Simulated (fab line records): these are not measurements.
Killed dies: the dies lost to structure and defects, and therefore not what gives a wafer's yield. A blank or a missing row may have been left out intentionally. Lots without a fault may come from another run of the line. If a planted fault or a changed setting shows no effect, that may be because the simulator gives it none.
fab line records | flow nand_harc
record lots=13 | wafers=39 | last_day=33
route steps=1302 shown A_STAIRCASE@836 END@1302
lots untouched by any fault: they come from a run of this same line in which no faults occurred
start_h: hours from the record's first day to the start of the lot's first wafer shown | wait_h: hours elapsed since this lot's preceding step | " repeats the value in the row above | L1.1+2: several wafers, shown together as one row | - either no value or no given start | * or withheld: withheld | < > ~ a bound
route shown NAME@n: a module of which the file shows steps, and the number in the route of the first | usual: mean/standard deviation of fault-free wafers | same: alike in all rows | chamber/n: place in a boat | sites: readings site by site | _std_site: the standard deviation of these | _edge_site: the outer-site mean with the inner-site mean subtracted | radius_mm: how far each site lies from the wafer's centre | mask NAME#n: copy n | behind: the tool/chamber that last shaped the wafer | hold: why the lot was held/for how many hours/how that ended | device: names the non-switching transistor (n, p or np) | end of line: the route-end tests of the same wafers | where a step has no rows: the recipe by itself | killed: at the first sort, the dies lost to defects and structure; wafer yield is something else | map: per-die view of a wafer (x killed, . not killed, _ where there is no die)
set.NAME: the run value of the setting; set.NAME@STEP: its run value at that earlier step | model.NAME: the simulator's own value behind a step, which no gauge read
one table for each step of the route and one row for each wafer, over a sample of lots
services: from which hour (start_h, from the record's first day; less than 0 if before it) a tool's chamber was out of use, for how many hours, and why
## steps
# step NHARC_A_STAIRCASE_STRIP_316
# recipe o2_flow_sccm=500 | ar_flow_sccm=0 | bias_w=0 | chemistry=O2
# usual drypump_motor_current_A=5.8/0.35 | oes_product_au=1.004/0.011 | rf_vpp_V=57.9/0.88 | showerhead_plenum_p_Torr=3.55/0.15 | throttle_valve_pct=17.036/0.0093
lot.wafer | tool        | chamber | start_h | wait_h | drypump_motor_current_A | oes_product_au | rf_hours_counter_h | rf_vpp_V | showerhead_plenum_p_Torr | throttle_valve_pct
L249.3    | rie_diel-04 | 3       | -       | -      | 5.6                     | 1.001          | 4                  | 58.5     | 3.59                     | 17.032
L249.4    | "           | 1       | "       | "      | 5.4                     | 0.999          | 3                  | 56.6     | 3.71                     | 17.034
L249.5    | "           | 3       | "       | "      | 5.6                     | 1.009          | -                  | 57.6     | 3.59                     | 17.027
L251.2    | rie_diel-01 | 0       | -       | -      | 5.7                     | 1.002          | 2                  | 57.5     | 3.42                     | 17.050
L251.5    | "           | 3       | "       | "      | 6.3                     | 1.001          | -                  | 58.5     | 3.53                     | 17.034
L251.6    | "           | 0       | "       | "      | 5.7                     | 1.015          | -                  | 56.9     | 3.42                     | 17.043
L253.3    | rie_diel-01 | 3       | -       | -      | 6.3                     | 1.003          | 11                 | 58.3     | 3.53                     | 17.038
L253.5    | "           | 0       | "       | "      | 5.7                     | 1.017          | -                  | 57.5     | 3.42                     | 17.013
L253.6    | "           | 1       | "       | "      | 6.2                     | 0.999          | -                  | 56.9     | 3.29                     | 17.036
L255.3    | rie_diel-04 | 0       | -       | -      | 5.8                     | 0.989          | 24                 | 58.7     | 3.73                     | 17.054
L255.4    | "           | 2       | "       | "      | 5.6                     | 0.983          | 27                 | 57.6     | 3.57                     | 17.026
L255.6    | "           | 0       | "       | "      | 5.8                     | 0.993          | -                  | 58.3     | 3.73                     | 17.027
L256.1    | rie_diel-01 | 3       | -       | -      | 6.3                     | 1.004          | 22                 | 56.8     | 3.52                     | 17.035
L256.4    | "           | 1       | "       | "      | 6.2                     | 0.992          | 22                 | 57.6     | 3.29                     | 17.038
L256.5    | "           | 3       | "       | "      | 6.3                     | 1.005          | -                  | 58.0     | 3.52                     | 17.039
L257.3    | rie_diel-01 | 0       | -       | -      | 5.7                     | 1.009          | 22                 | 57.4     | 3.41                     | 17.041
L257.1    | "           | 1       | "       | "      | 6.3                     | 1.001          | 23                 | 59.2     | 3.29                     | 17.019
L257.2    | "           | 2       | "       | "      | 5.7                     | 1.000          | 23                 | 58.3     | 3.53                     | 17.023
L258.3    | rie_diel-01 | 2       | -       | -      | 5.7                     | 0.996          | 29                 | 58.6     | 3.52                     | 17.039
L258.1    | "           | 1       | "       | "      | 6.2                     | 1.010          | 29                 | 57.8     | 3.28                     | 17.040
L258.6    | "           | 2       | "       | "      | 5.7                     | 0.990          | -                  | 58.4     | 3.52                     | 17.037
L261.4    | rie_diel-07 | 2       | -       | -      | 5.2                     | 1.012          | 5                  | 56.1     | 3.39                     | 17.042
L261.1    | "           | 3       | "       | "      | 5.4                     | 0.998          | 5                  | 58.4     | 3.74                     | 17.035
L261.6    | "           | 2       | "       | "      | 5.1                     | 1.000          | -                  | 56.3     | 3.39                     | 17.052
L259.2    | rie_diel-04 | 0       | -       | -      | 5.7                     | 1.001          | 42                 | 58.2     | 3.72                     | 17.045
L259.1    | "           | 1       | "       | "      | 5.5                     | 1.012          | 43                 | 58.2     | 3.69                     | 17.047
L259.5    | "           | 1       | "       | "      | 5.5                     | 1.006          | -                  | 57.5     | 3.69                     | 17.033
L262.4    | rie_diel-07 | 1       | -       | -      | 5.9                     | 1.016          | 8                  | 59.0     | 3.74                     | 17.052
L262.3    | "           | 2       | "       | "      | 5.1                     | 0.997          | 8                  | 56.8     | 3.39                     | 17.032
L262.6    | "           | 2       | "       | "      | 5.2                     | 0.992          | -                  | 57.4     | 3.39                     | 17.048
L268.1    | rie_diel-01 | 1       | -       | -      | 6.2                     | 0.998          | 10                 | 59.0     | 3.80                     | 17.023
L268.4    | "           | 1       | "       | "      | 6.2                     | 0.987          | -                  | 58.2     | 3.80                     | 17.028
L268.5    | "           | 0       | "       | "      | 5.7                     | 1.021          | -                  | 57.1     | 3.39                     | 17.039
L269.3    | rie_diel-01 | 1       | -       | -      | 6.2                     | 0.990          | 12                 | 58.9     | 3.80                     | 17.033
L269.5    | "           | 1       | "       | "      | 6.2                     | 0.987          | -                  | 59.1     | 3.80                     | 17.028
L269.6    | "           | 3       | "       | "      | 6.3                     | 1.015          | -                  | 57.6     | 3.50                     | 17.048
L270.4    | rie_diel-07 | 0       | -       | -      | 5.2                     | 1.002          | 37                 | 57.3     | 3.60                     | 17.034
L270.2    | "           | 1       | "       | "      | 5.9                     | 1.002          | 37                 | 58.3     | 3.73                     | 17.035
L270.6    | "           | 0       | "       | "      | 5.2                     | 1.003          | -                  | 57.5     | 3.60                     | 17.037
# step NHARC_A_STAIRCASE_ETCHBACK_416
# recipe target_depth_a=360 | time_s=7.2 | c4f8_flow_sccm=withheld | o2_flow_sccm=8 | ar_flow_sccm=withheld | rf_w=600 | bias_w=800 | chemistry=C4F8/O2/Ar
# usual oes_product_au=0.925/0.011 | rf_vpp_V=725/3.8
lot.wafer | tool        | chamber | start_h | wait_h | oes_product_au | rf_hours_counter_h | rf_vpp_V
L249.3    | rie_diel-04 | 1       | -       | -      | 0.930          | 4                  | 729
L249.4    | "           | 3       | "       | "      | 0.934          | 4                  | 725
L249.5    | "           | 0       | "       | "      | 0.918          | -                  | 729
L251.2    | rie_diel-01 | 1       | -       | -      | 0.924          | 3                  | 715
L251.5    | "           | 0       | "       | "      | 0.928          | -                  | 721
L251.6    | "           | 1       | "       | "      | 0.928          | -                  | 716
L253.3    | rie_diel-04 | 2       | -       | -      | 0.915          | 20                 | 724
L253.6    | "           | 0       | "       | "      | 0.925          | -                  | 730
L253.5    | "           | 1       | "       | "      | 0.919          | -                  | 728
L255.4    | rie_diel-04 | 1       | -       | -      | 0.939          | 24                 | 728
L255.3    | "           | 3       | "       | "      | 0.933          | 27                 | 725
L255.6    | "           | 1       | "       | "      | 0.926          | -                  | 728
L256.1    | rie_diel-04 | 0       | -       | -      | 0.926          | 30                 | 729
L256.4    | "           | 2       | "       | "      | 0.916          | 35                 | 724
L256.5    | "           | 0       | "       | "      | 0.927          | -                  | 728
L257.1    | rie_diel-07 | 0       | -       | -      | 0.934          | 51                 | 725
L257.3    | "           | 2       | "       | "      | 0.919          | 52                 | 720
L257.2    | "           | 3       | "       | "      | 0.904          | 57                 | 730
L258.3    | rie_diel-04 | 0       | -       | -      | 0.923          | 38                 | 728
L258.1    | "           | 2       | "       | "      | 0.920          | 42                 | 724
L258.6    | "           | 0       | "       | "      | 0.914          | -                  | 729
L261.4    | rie_diel-01 | 3       | -       | -      | 0.932          | 38                 | 723
L261.1    | "           | 2       | "       | "      | 0.926          | 34                 | 724
L261.6    | "           | 3       | "       | "      | 0.936          | -                  | 723
L259.1    | rie_diel-07 | 3       | -       | -      | 0.915          | 6                  | 730
L259.2    | "           | 0       | "       | "      | 0.934          | 7                  | 725
L259.5    | "           | 2       | "       | "      | 0.929          | -                  | 719
L262.4    | rie_diel-04 | 3       | -       | -      | 0.921          | 48                 | 725
L262.3    | "           | 1       | "       | "      | 0.931          | 49                 | 728
L262.6    | "           | 0       | "       | "      | 0.918          | -                  | 728
L268.4    | rie_diel-07 | 1       | -       | -      | 0.936          | 34                 | 727
L268.1    | "           | 2       | "       | "      | 0.913          | 38                 | 720
L268.5    | "           | 1       | "       | "      | 0.925          | -                  | 731
L269.3    | rie_diel-04 | 0       | -       | -      | 0.924          | 11                 | 730
L269.5    | "           | 1       | "       | "      | 0.921          | -                  | 728
L269.6    | "           | 0       | "       | "      | 0.919          | -                  | 729
L270.2    | rie_diel-04 | 2       | -       | -      | 0.914          | 23                 | 724
L270.4    | "           | 3       | "       | "      | 0.922          | 18                 | 725
L270.6    | "           | 2       | "       | "      | 0.910          | -                  | 723
# step NHARC_A_STAIRCASE_DEP_417
# recipe target_thk_a=600 | step_coverage_pct=20 | temp_c=400 | target_thk_nm=60 | flow_sccm=200 | rf_w=450 | material=Si3N4
# usual heater_power_w=703/67
lot.wafer | tool     | chamber | start_h | wait_h | heater_power_w
L249.3    | pecvd-03 | 1       | 380.83  | -      | 696
L249.5    | "        | 1       | "       | "      | 704
L249.4    | "        | 0       | "       | "      | 575
L251.2    | pecvd-02 | 2       | 401.70  | -      | 657
L251.5    | "        | 1       | "       | "      | 782
L251.6    | "        | 2       | "       | "      | 674
L253.3    | pecvd-02 | 2       | 427.75  | -      | 616
L253.5    | "        | 0       | "       | "      | 696
L253.6    | "        | 2       | "       | "      | 602
L255.3    | pecvd-03 | 0       | 452.52  | -      | 523
L255.6    | "        | 1       | "       | "      | 674
L255.4    | "        | 2       | "       | "      | 581
L256.1    | pecvd-04 | 2       | 470.57  | -      | 701
L256.5    | "        | 0       | "       | "      | 709
L256.4    | "        | 1       | "       | "      | 619
L257.2    | pecvd-02 | 0       | 471.09  | -      | 697
L257.3    | "        | 1       | "       | "      | 762
L257.1    | "        | 2       | "       | "      | 692
L258.1    | pecvd-02 | 1       | 489.30  | -      | 712
L258.3    | "        | 2       | "       | "      | 729
L258.6    | "        | 1       | "       | "      | 704
L261.1    | pecvd-02 | 1       | 500.96  | -      | 755
L261.6    | "        | 2       | "       | "      | 697
L261.4    | "        | 0       | "       | "      | 661
L259.2    | pecvd-02 | 0       | 506.01  | -      | 687
L259.1    | "        | 2       | "       | "      | 665
L259.5    | "        | 2       | "       | "      | 677
L262.3    | pecvd-04 | 0       | 513.26  | -      | 670
L262.4    | "        | 0       | "       | "      | 693
L262.6    | "        | 2       | "       | "      | 771
L268.1    | pecvd-04 | 1       | 591.16  | -      | 686
L268.5    | "        | 0       | "       | "      | 779
L268.4    | "        | 2       | "       | "      | 648
L269.3    | pecvd-04 | 0       | 595.18  | -      | 754
L269.6    | "        | 1       | "       | "      | 760
L269.5    | "        | 2       | "       | "      | 815
L270.2    | pecvd-04 | 2       | 609.09  | -      | 659
L270.6    | "        | 0       | "       | "      | 798
L270.4    | "        | 2       | "       | "      | 683
# step NHARC_A_STAIRCASE_ETCH_444
# recipe target_depth_a=2.04e+05 | time_s=6800 | c4f8_flow_sccm=20 | o2_flow_sccm=10 | ar_flow_sccm=withheld | rf_w=600 | bias_w=1000 | chemistry=C4F8/O2
# usual bias_w=1000.2/2.8 | chamber_pressure_mTorr=25.001/0.023 | oes_product_au=0.930/0.016 | rf_vpp_V=808/4.6
lot.wafer | tool        | chamber | start_h | wait_h | bias_w | chamber_pressure_mTorr | oes_product_au | rf_hours_counter_h | rf_vpp_V
L249.3    | rie_diel-07 | 0       | 418.48  | 0.5    | 996.6  | 25.010                 | 0.927          | 35                 | 812
L249.4    | "           | 1       | "       | "      | 1004.7 | 25.012                 | 0.931          | 37                 | 813
L249.5    | "           | 0       | 420.37  | 2.4    | 996.2  | 25.006                 | 0.940          | -                  | 811
L251.2    | rie_diel-01 | 0       | 446.03  | 0.5    | 1004.0 | 24.997                 | 0.941          | 15                 | 804
L251.6    | "           | 3       | 447.45  | 1.9    | 1001.6 | 25.013                 | 0.935          | -                  | 808
L251.5    | "           | 0       | "       | "      | 1003.8 | 24.995                 | 0.933          | -                  | 803
L253.3    | rie_diel-01 | 0       | 468.86  | 0.5    | 998.1  | 25.009                 | 0.934          | 23                 | 804
L253.6    | "           | 3       | 470.29  | 1.9    | 1001.9 | 25.002                 | 0.937          | -                  | 808
L253.5    | "           | 0       | "       | "      | 999.9  | 24.980                 | 0.941          | -                  | 802
L255.3    | rie_diel-01 | 3       | 493.20  | 0.1    | 997.3  | 25.000                 | 0.934          | 35                 | 807
L255.4    | "           | 0       | "       | "      | 996.6  | 24.976                 | 0.940          | 34                 | 804
L255.6    | "           | 0       | 495.56  | 2.4    | 998.1  | 25.026                 | 0.951          | -                  | 802
L256.1    | rie_diel-01 | 1       | 508.31  | 0.1    | 1002.2 | 24.973                 | 0.934          | 36                 | 800
L256.4    | "           | 0       | 509.73  | 1.5    | 1008.2 | 25.025                 | 0.938          | 40                 | 805
L256.5    | "           | 1       | "       | "      | 1000.4 | 25.003                 | 0.923          | -                  | 799
L257.1    | rie_diel-04 | 1       | 508.66  | 0.1    | 1001.1 | 25.042                 | 0.935          | 45                 | 811
L257.3    | "           | 3       | "       | "      | 998.4  | 24.976                 | 0.938          | 47                 | 808
L257.2    | "           | 0       | "       | "      | 1001.0 | 25.076                 | 0.919          | 45                 | 813
L258.3    | rie_diel-01 | 0       | 529.81  | 1.0    | 1000.6 | 25.006                 | 0.935          | 44                 | 804
L258.1    | "           | 1       | "       | "      | 999.6  | 24.955                 | 0.926          | 42                 | 799
L258.6    | "           | 2       | "       | "      | 1004.3 | 25.036                 | 0.930          | -                  | 806
L259.1    | rie_diel-07 | 1       | 540.82  | 0.3    | 999.2  | 25.014                 | 0.925          | 16                 | 814
L259.2    | "           | 3       | "       | "      | 1001.2 | 25.051                 | 0.919          | 16                 | 813
L259.5    | "           | 1       | "       | "      | 1000.5 | 25.042                 | 0.938          | -                  | 813
L261.1    | rie_diel-04 | 3       | 542.70  | 0.8    | 999.2  | 24.983                 | 0.952          | 1                  | 807
L261.4    | "           | 2       | 543.97  | 2.0    | 1003.3 | 24.976                 | 0.935          | -                  | 807
L261.6    | "           | 1       | 545.24  | 3.3    | 1001.8 | 24.982                 | 0.934          | -                  | 814
L262.3    | rie_diel-07 | 2       | 558.48  | 2.0    | 1001.0 | 25.004                 | 0.925          | -                  | 804
L262.4    | "           | 3       | "       | "      | 999.7  | 25.047                 | 0.914          | -                  | 814
L262.6    | "           | 2       | "       | "      | 1003.4 | 25.013                 | 0.927          | -                  | 803
L268.4    | rie_diel-04 | 1       | 629.93  | 0.1    | -      | -                      | -              | -                  | -
L268.1    | "           | 3       | "       | "      | -      | -                      | -              | -                  | -
L268.5    | "           | 1       | "       | "      | -      | -                      | -              | -                  | -
L269.3    | rie_diel-01 | 1       | 635.46  | 1.0    | -      | -                      | -              | -                  | -
L269.5    | "           | 3       | "       | "      | -      | -                      | -              | -                  | -
L269.6    | "           | 0       | "       | "      | -      | -                      | -              | -                  | -
L270.2    | rie_diel-04 | 1       | 653.06  | 0.5    | -      | -                      | -              | -                  | -
L270.4    | "           | 2       | "       | "      | -      | -                      | -              | -                  | -
L270.6    | "           | 0       | "       | "      | -      | -                      | -              | -                  | -
# step NHARC_END_SORT_01
# recipe temp_c=25
# usual killed_at_array=57/20 | killed_at_other=1.0/1.5 | killed_at_periphery=3.5/2.5 | killed_dies=62/21 | killed_open=3.5/1.9 | killed_short=2.4/1.6
# same gross_dies=677
lot.wafer | tool      | chamber | start_h | wait_h | killed_at_array | killed_at_other | killed_at_periphery | killed_dies | killed_open | killed_short
L269.3    | prober-02 | 0       | 766.60  | 3.1    | 674             | 0               | 3                   | 677         | 4           | 4
L269.5    | prober-02 | 0       | 768.21  | 3.7    | 674             | 0               | 3                   | 677         | 2           | 6
L269.6    | prober-02 | 0       | 769.01  | 4.0    | 672             | 0               | 5                   | 677         | 5           | 2
L268.1    | prober-01 | 0       | 772.83  | 2.5    | 671             | 2               | 4                   | 677         | 5           | 3
L268.4    | prober-01 | 0       | 775.21  | 3.4    | 674             | 1               | 2                   | 677         | 3           | 3
L268.5    | prober-01 | 0       | 776.00  | 3.7    | 672             | 0               | 5                   | 677         | 2           | 1
L270.2    | prober-02 | 0       | 780.18  | 2.8    | 666             | 1               | 10                  | 677         | 1           | 3
L270.4    | prober-02 | 0       | 781.80  | 3.4    | 665             | 0               | 12                  | 677         | 3           | 1
L270.6    | prober-02 | 0       | 783.42  | 4.1    | 667             | 0               | 10                  | 677         | 6           | 4
# killed by level:class
L269.3 A_STAIRCASE:area_etch=622 A_CHANNEL_HOLE_D2:chamber_film_flake=24 A_CHANNEL_HOLE_D1:chamber_film_flake=9 A_CONTACT:chamber_film_flake=6 A_SLIT:chamber_film_flake=4 P_CONTACT:geometric_particle:open=1 A_CHANNEL_HOLE_D1:geometric_particle:short=1 A_DECK1_JOINT:geometric_particle:open=1
L269.5 A_STAIRCASE:area_etch=621 A_CHANNEL_HOLE_D2:chamber_film_flake=28 A_SLIT:chamber_film_flake=6 A_CHANNEL_HOLE_D1:chamber_film_flake=5 A_CONTACT:chamber_film_flake=5 A_ONON_D1:geometric_particle:short=2 A_CHANNEL_HOLE_D1:geometric_particle:short=2 P_M2:chamber_film_flake=2
L269.6 A_STAIRCASE:area_etch=608 A_CHANNEL_HOLE_D2:chamber_film_flake=29 A_CHANNEL_HOLE_D1:chamber_film_flake=13 A_SLIT:chamber_film_flake=7 P_ZERO_WELL:chamber_film_flake=3 A_STAIRCASE:chamber_film_flake=3 A_CONTACT:chamber_film_flake=3 P_M0:geometric_particle:open=1
L268.1 A_STAIRCASE:area_etch=638 A_CHANNEL_HOLE_D1:chamber_film_flake=15 A_SLIT:chamber_film_flake=7 A_CONTACT:chamber_film_flake=5 A_CHANNEL_FILL_D1:geometric_particle:short=2 A_CHANNEL_HOLE_D2:chamber_film_flake=2 P_GATE:geometric_particle:open=1 P_M1:geometric_particle:short=1
L268.4 A_STAIRCASE:area_etch=639 A_CHANNEL_HOLE_D1:chamber_film_flake=13 A_SLIT:chamber_film_flake=9 A_CHANNEL_FILL_D2:geometric_particle:open=2 A_CHANNEL_FILL_D2:chamber_film_flake=2 A_STAIRCASE:chamber_film_flake=2 A_CONTACT:chamber_film_flake=2 A_CHANNEL_FILL_D2:geometric_particle:short=1
L268.5 A_STAIRCASE:area_etch=644 A_CHANNEL_HOLE_D1:chamber_film_flake=14 P_M2:chamber_film_flake=4 A_SLIT:chamber_film_flake=4 A_CONTACT:chamber_film_flake=3 A_STAIRCASE:chamber_film_flake=2 A_CHANNEL_FILL_D1:geometric_particle:short=1 A_DECK1_JOINT:geometric_particle:open=1
L270.2 A_STAIRCASE:area_etch=630 A_CONTACT:chamber_film_flake=20 A_SLIT:chamber_film_flake=7 P_STI:chamber_film_flake=3 P_CONTACT:chamber_film_flake=3 P_M1:chamber_film_flake=2 A_ONON_D2:geometric_particle:short=1 A_WL_FILL:geometric_particle:short=1
L270.4 A_STAIRCASE:area_etch=640 A_CONTACT:chamber_film_flake=11 P_STI:chamber_film_flake=6 A_SLIT:chamber_film_flake=6 A_STAIRCASE:chamber_film_flake=4 P_ZERO_WELL:chamber_film_flake=2 A_CHANNEL_HOLE_D1:unspecified=2 P_STI:geometric_particle:open=1
L270.6 A_STAIRCASE:area_etch=635 A_SLIT:chamber_film_flake=7 A_CONTACT:chamber_film_flake=7 A_STAIRCASE:chamber_film_flake=4 P_STI:chamber_film_flake=3 A_CHANNEL_HOLE_D1:unspecified=3 A_ONON_D2:geometric_particle:open=2 A_M0:geometric_particle:open=2
## services
tool        | chamber | start_h | hours | kind
rie_diel-04 | -       | 354.90  | 9.0   | pm
rie_diel-04 | 0       | 354.90  | 9.0   | vent_cycle
rie_diel-04 | 1       | 354.90  | 9.0   | vent_cycle
rie_diel-07 | 1       | 359.86  | 2.9   | repair
pecvd-03    | -       | 366.24  | 13.0  | pm
rie_diel-01 | 1       | 366.50  | 3.8   | repair
rie_diel-01 | 3       | 378.09  | 9.6   | repair
rie_diel-01 | -       | 380.80  | 9.0   | pm
rie_diel-07 | 0       | 393.62  | 9.9   | repair
rie_diel-07 | 0       | 403.85  | 8.8   | repair
pecvd-02    | -       | 408.10  | 13.0  | pm
pecvd-04    | -       | 450.05  | 13.0  | pm
rie_diel-04 | -       | 532.93  | 9.0   | pm
pecvd-03    | -       | 547.39  | 13.0  | pm
rie_diel-07 | 1       | 554.62  | 4.5   | repair
rie_diel-07 | 0       | 555.62  | 7.3   | repair
rie_diel-01 | 2       | 581.64  | 14.5  | repair
rie_diel-04 | 3       | 582.21  | 24.3  | repair
pecvd-02    | -       | 589.10  | 13.0  | pm
rie_diel-04 | -       | 597.26  | 0.4   | repair
pecvd-04    | 0       | 610.89  | 19.1  | repair
rie_diel-07 | 3       | 624.07  | 13.7  | repair
pecvd-04    | -       | 631.05  | 13.0  | pm
rie_diel-07 | -       | 648.20  | 9.0   | pm
## key
first_sign step=NHARC_A_STAIRCASE_ETCH_444 | reading=tool_record | direction=missing
effect step=NHARC_END_SORT_01 | reading=killed_at_array | direction=up | sigmas=30 | usual=57 | struck=671
more_kills_born_at NHARC_A_STAIRCASE_ETCH_444@rie_diel-04=3826 | NHARC_A_STAIRCASE_ETCH_444@rie_diel-01=1851
met_at NHARC_A_STAIRCASE_ETCH_444
struck_lots L268,L269,L270
later_rows_left_out L268.1,L268.4,L268.5,L269.3,L269.5,L269.6,L270.2,L270.4,L270.6
tester_left_out L268,L269,L270
not_acting_at NHARC_A_STAIRCASE_STRIP_316,NHARC_A_STAIRCASE_ETCHBACK_416,NHARC_A_STAIRCASE_DEP_417
onset_between 542.70 629.93
fault kind=skipped_step_whole | tool=rie_diel-01,rie_diel-04 | chamber=- | onset_h=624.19 | steps=NHARC_A_STAIRCASE_ETCH_444 | scope=struck_lots_only
# tester_left_out: of these lots the tester's yield and bins aren't shown, on N5 and GAA mostly nor the transistor test; their killed dies are dies lost to structure and defects alone, not to doping, threshold or leakage, so they don't give the yield
# later_rows_left_out: the simulator's readings of these wafers behind a module that went badly wrong aren't trusted and aren't shown, but for the sort
